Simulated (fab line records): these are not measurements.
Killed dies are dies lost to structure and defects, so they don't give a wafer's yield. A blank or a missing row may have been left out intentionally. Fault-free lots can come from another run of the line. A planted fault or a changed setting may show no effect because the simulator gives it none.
Matching of chambers -- flow nand harc -- 4 sister chambers for NHARC_A_BONDPAD_ETCH_12 on rie diel-11
The step etches the open film in CHF3/O2, target depth 220 nm, time 110 s. 17 wafers are shown with their chamber, then 8 later ones without.

## WAFERS WITH THEIR CHAMBER
wafer,chamber,rf vpp V (V),run length s (s),bias w (W)
L582.3,3,374.4,130.7,200.3
L582.4,1,372.0,131.4,199.8
L582.6,0,367.7,131.6,199.9
L588.1,1,371.3,131.7,200.0
L588.2,2,366.8,131.6,199.5
L588.6,2,368.7,131.4,200.9
L584.1,1,370.8,131.6,200.0
L584.5,1,370.2,131.8,200.0
L584.6,0,367.5,131.5,199.3
L587.1,3,374.6,131.2,199.9
L587.3,0,367.7,131.2,199.7
L587.6,3,373.2,130.9,200.6
L591.1,2,367.9,131.5,200.3
L591.2,0,365.2,131.0,198.6
L591.5,3,373.4,130.8,200.1
L593.1,3,373.5,130.9,200.1
L593.5,1,369.5,132.0,199.9

SIGNATURES (means of the wafers above)
reading,chamber 0,chamber 1,chamber 2,chamber 3,scatter within a chamber
rf vpp V,367.025,370.760,367.800,373.820,0.946
run length s,131.325,131.700,131.500,130.900,0.213
bias w,199.375,199.940,200.233,200.200,0.419
Rule: a wafer's distance from a chamber is the root of the sum, over the readings, of the square of ((its reading less the chamber's mean) divided by the reading's scatter). The wafer belongs to the nearest chamber; if the next one is less than 2 further off, it can't be placed. The scatter is the square root of a quotient: the sum, over the shown wafers, of each reading's squared deviation from its chamber's mean, divided by wafers minus chambers.

## WAFERS WITHOUT THEIR CHAMBER
wafer,rf vpp V (V),run length s (s),bias w (W)
L593.6,367.1,131.7,199.9
L595.2,367.1,130.8,200.5
L595.3,374.3,130.7,200.1
L595.6,374.7,130.8,200.0
L602.2,373.2,131.0,200.1
L602.4,367.3,131.9,199.9
L604.2,373.4,130.9,199.6
L604.4,371.0,132.0,199.2

## CHAMBER TAKEN BY EACH
wafer,from the rows above,in truth
L593.6,can't be placed: 2 or 0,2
L595.2,can't be placed: 2 or 0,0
L595.3,3,3
L595.6,3,3
L602.2,3,3
L602.4,can't be placed: 2 or 0 or 1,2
L604.2,3,3
L604.4,1,1
Correct placement for 5 of the 8. Unplaceable from these rows: 3, with the true chamber sitting among the candidates in 3. 0 placed wrongly.
